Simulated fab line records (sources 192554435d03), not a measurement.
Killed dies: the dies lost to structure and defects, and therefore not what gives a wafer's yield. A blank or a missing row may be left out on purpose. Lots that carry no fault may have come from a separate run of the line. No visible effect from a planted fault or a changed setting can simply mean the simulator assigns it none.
Split-lot study | flow n5Finfet | route with 1938 steps; 7 lots, 21 wafers read

## SPLIT DETAILS
At N5_BEOL_M9_DEP_56 (deposits SiCN from 3MS/NH3, target thk 15 nm, time 26.5 s), the setting timeS was moved away from the recipe's 26.5 s on 5 of the 21 wafers read, by -11.5% to +13.3%. For the rest of the wafers, this setting stayed at what the recipe calls for.

The reading comes from the split's own step.

## THE READING
SiCN_of_BEOL_M9_DEP_56.thkNm (the simulator's own value, which no gauge read), in nm, at N5_BEOL_M9_DEP_56 (deposits SiCN from 3MS/NH3, target thk 15 nm, time 26.5 s). There is no usual value for it anywhere in the file. Here, 16 wafers ran the recipe; their average is 14.9 nm with a standard deviation of 0.22 nm.

wafer  | tool, chamber at the split | timeS as run, s | against the recipe | SiCN_of_BEOL_M9_DEP_56.thkNm, nm | against lot-mates on the recipe
L074.2 | pecvd-01, 0                | 26.5            | recipe             | 14.6                             | -
L074.3 | pecvd-01, 2                | 26.5            | recipe             | 14.8                             | -
L074.6 | pecvd-01, 2                | 26.5            | recipe             | 15                               | -
L076.1 | pecvd-02, 1                | 26.5            | recipe             | 14.8                             | -
L076.2 | pecvd-02, 0                | 23.46           | -11.5%             | 13.2                             | -1.6
L076.5 | pecvd-02, 0                | 23.46           | -11.5%             | 13.6                             | -1.2
L084.1 | pecvd-01, 0                | 26.5            | recipe             | 14.6                             | -
L084.3 | pecvd-01, 2                | 26.5            | recipe             | 15.2                             | -
L084.6 | pecvd-01, 2                | 26.5            | recipe             | 15.4                             | -
L083.2 | pecvd-01, 1                | 26.5            | recipe             | 14.6                             | -
L083.3 | pecvd-01, 0                | 26.5            | recipe             | 14.8                             | -
L083.5 | pecvd-01, 1                | 26.5            | recipe             | 15                               | -
L092.1 | pecvd-02, 2                | 26.5            | recipe             | 14.8                             | -
L092.4 | pecvd-02, 0                | 28.22           | +6.5%              | 16                               | +1.0
L092.6 | pecvd-02, 2                | 26.5            | recipe             | 15.2                             | -
L095.1 | pecvd-04, 1                | 30.03           | +13.3%             | 16.6                             | +1.8
L095.2 | pecvd-04, 0,1              | 26.5            | recipe             | 14.8                             | -
L095.4 | pecvd-04, 0,1              | 26.5            | recipe             | 14.8                             | -
L094.1 | pecvd-04, 0                | 26.5            | recipe             | 14.8                             | -
L094.3 | pecvd-04, 1                | 28.96           | +9.3%              | 16.2                             | +1.3
L094.5 | pecvd-04, 2                | 26.5            | recipe             | 15                               | -
Where a row lists several chambers, the file gives one row for several wafers and doesn't say which wafer went through which chamber.

FIT RESULTS
A straight line over all 21 wafers: SiCN_of_BEOL_M9_DEP_56.thkNm changes by +0.134 nm for each +1% of timeS; r = +0.96; the points scatter about the line by 0.22 nm.
The same after taking each lot's own level away (the mean of its wafers on the recipe; 21 wafers): +0.131 nm for each +1%; r = +0.96; scatter 0.2 nm.
Per that fit: largest timeS move, reading shift of 1.7 nm.
The span of the lots' own levels, 14.80 to 15.07 nm, comes to 1.2 times the standard deviation stated above.
Hence the lot-to-lot level has little effect on the slope; both slopes agree.
Check: with one of the wafers moved furthest among these (+13.3%) left out of the fit, the line predicts +1.75 nm for it against its lot-mates. It came out at +1.8 nm against them.

## OTHER SPLITS ON THESE WAFERS
These wafers also went through other splits before the reading. Each is held against what the fit with the lots' levels taken away leaves over:
other split on the same wafers    | wafers away from the commonest value | r with SiCN_of_BEOL_M9_DEP_56.thkNm (lot level and that fit taken away)
N5_BEOL_M6_EXPOSE_25 doseMj       | 9                                    | +0.07
N5_BEOL_M7_TRENCH_ETCH_37 sourceW | 9                                    | +0.22
N5_BEOL_M7_ETCH_41 sourceW        | 7                                    | -0.11
N5_BEOL_M8_VIA_ETCH_34 sourceW    | 7                                    | -0.15
N5_BEOL_M8_TRENCH_ETCH_37 sourceW | 7                                    | +0.04

## THE FILE'S OWN FIT
SiCN_of_BEOL_M9_DEP_56.thkNm changes by +0.134 nm for each +1% of timeS, r = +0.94.
